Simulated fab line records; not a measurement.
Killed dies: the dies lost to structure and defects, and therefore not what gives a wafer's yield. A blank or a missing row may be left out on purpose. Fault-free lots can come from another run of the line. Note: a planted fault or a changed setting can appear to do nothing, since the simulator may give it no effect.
What tool caused it? :: flow n5Finfet :: Sampling: 12 lots, 36 wafers, 2 of 1938 route steps

== WHAT EACH GAUGE READ, for each wafer ==
N5_BEOL_M7_CD_MEAS_11 targets a cd of 38.5 nm.
lot: L074
measured: day 9 09:30
on: cdSem-03
cdNm (nm): 38.2 39.5 39.0

lot: L077
measured: day 10 05:31
on: cdSem-02
cdNm (nm): 39.1 38.0 38.5

lot: L079
measured: day 10 16:16
on: cdSem-01
cdNm (nm): 38.7 38.5 38.5

lot: L081
measured: day 11 05:55
on: cdSem-01
cdNm (nm): 38.3 38.5 39.3

lot: L083
measured: day 12 10:35
on: cdSem-03
cdNm (nm): 39.1 38.8 39.3

lot: L084
measured: day 12 15:28
on: cdSem-01
cdNm (nm): 39.2 38.2 38.3

lot: L088
measured: day 13 04:46
on: cdSem-03
cdNm (nm): 39.2 38.8 38.9

lot: L090
measured: day 13 07:57
on: cdSem-01
cdNm (nm): 39.0 39.3 38.4

lot: L089
measured: day 13 14:24
on: cdSem-02
cdNm (nm): 38.2 39.3 39.8

lot: L094
measured: day 14 12:17
on: cdSem-02
cdNm (nm): 38.2 38.2 38.4

lot: L093
measured: day 15 08:59
on: cdSem-01
cdNm (nm): 38.1 38.9 38.9

lot: L097
measured: day 15 12:55
on: cdSem-02
cdNm (nm): 37.5 38.5 38.4

== WHICH TOOL RAN EACH LOT (tool, then ch and the chambers of the sampled wafers, then the start) ==
lot: L074
N5_BEOL_M7_HM_DEP_02: pvdSputter-02, day 9 08:59

lot: L077
N5_BEOL_M7_HM_DEP_02: pvdSputter-03, day 10 05:09

lot: L079
N5_BEOL_M7_HM_DEP_02: pvdSputter-01, day 10 15:46

lot: L081
N5_BEOL_M7_HM_DEP_02: pvdSputter-01, day 11 05:32

lot: L083
N5_BEOL_M7_HM_DEP_02: pvdSputter-02, day 12 10:13

lot: L084
N5_BEOL_M7_HM_DEP_02: pvdSputter-03, day 12 15:05

lot: L088
N5_BEOL_M7_HM_DEP_02: pvdSputter-02, day 13 04:23

lot: L090
N5_BEOL_M7_HM_DEP_02: pvdSputter-03, day 13 07:27

lot: L089
N5_BEOL_M7_HM_DEP_02: pvdSputter-03, day 13 14:01

lot: L094
N5_BEOL_M7_HM_DEP_02: pvdSputter-03, day 14 11:47

lot: L093
N5_BEOL_M7_HM_DEP_02: pvdSputter-01, day 15 08:29

lot: L097
N5_BEOL_M7_HM_DEP_02: pvdSputter-03, day 15 12:29
- N5_BEOL_M7_HM_DEP_02: deposits TiN, target thk 20 nm.

== THE ANSWER, worked out from the rows above alone ==
Rule: what is usual is taken from the lots themselves. Put in order of their means at a reading, lots are off if they are a third of the lots or fewer, leave a main group of 4 or more, and stand apart from it by a gap of 3 or more times the standard deviation of the main group's means; of several such gaps the widest counts. A main group is skipped when, at the precision printed for the reading in the tables above, its means are all equal. Also off: a lot with no number at a reading for which 4 or more lots have one. Where the step has rows for the other lots, those lots are counted as sound.
No lot is off on any of the readings shown, so nothing can be concluded from this.

== WHAT THE SIMULATOR PUT IN ==
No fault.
